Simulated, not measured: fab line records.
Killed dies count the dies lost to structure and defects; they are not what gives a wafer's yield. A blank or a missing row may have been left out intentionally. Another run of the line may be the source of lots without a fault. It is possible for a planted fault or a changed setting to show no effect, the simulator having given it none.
Matching of chambers	flow nand harc	4 sister chambers for NHARC_P_GATE_DESCUM_48 on rie diel-06
The step chemistry O2, time 3 s. 14 wafers are shown with their chamber, then 7 later ones without.

WAFERS PAIRED WITH THEIR CHAMBERS
wafer	chamber	showerhead plenum p Torr (Torr)	rf vpp V (V)	oes product au (a.u.)
L078.1	0	1.81	57.6	1.009
L078.2	2	1.88	58.7	1.024
L078.5	0	1.81	56.9	1.009
L080.1	2	1.88	59.7	1.023
L080.4	1	1.81	56.4	1.012
L080.6	3	1.96	57.2	1.003
L082.1	0	1.80	58.4	1.002
L082.2	1	1.81	56.2	0.998
L082.4	2	1.88	56.9	1.007
L085.2	1	1.81	56.6	1.014
L085.3	0	1.81	58.0	1.004
L085.5	0	1.81	57.7	1.028
L089.2	2	1.88	58.7	1.016
L089.3	1	1.81	58.3	1.010

SIGNATURES (means of the wafers above)
reading	chamber 0	chamber 1	chamber 2	chamber 3	scatter within a chamber
showerhead plenum p Torr	1.8080	1.8100	1.8800	1.9600	0.00283
rf vpp V	57.720	56.875	58.500	57.200	0.9
oes product au	1.01040	1.00850	1.01750	1.00300	0.00875
Rule: distance of a wafer from a chamber = root of the sum over the readings of ((wafer's reading minus chamber's mean) / reading's scatter) squared. The wafer belongs to the nearest chamber; if the next one is less than 2 further off, it can't be placed. How the scatter is found: for the shown wafers, subtract from each reading the mean of its chamber, square and add these, divide the total by (wafers less chambers), then take the root.

WAFERS WITHOUT THEIR CHAMBER
wafer	showerhead plenum p Torr (Torr)	rf vpp V (V)	oes product au (a.u.)
L089.4	1.96	58.5	1.000
L090.3	1.88	58.6	1.012
L090.4	1.96	57.6	0.998
L090.5	1.88	56.9	1.010
L091.2	1.88	56.9	1.013
L091.5	1.81	58.0	0.996
L091.6	1.80	56.2	1.014

EACH ONE'S CHAMBER
wafer	from the rows above	in truth
L089.4	3	3
L090.3	2	2
L090.4	3	3
L090.5	2	2
L091.2	2	2
L091.5	can't be placed: 0 or 1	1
L091.6	can't be placed: 0 or 1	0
Correctly placed: 5 of 7. From these rows, 2 cannot be placed; in 2 the true chamber is one of the candidates. Wrongly placed: 0.
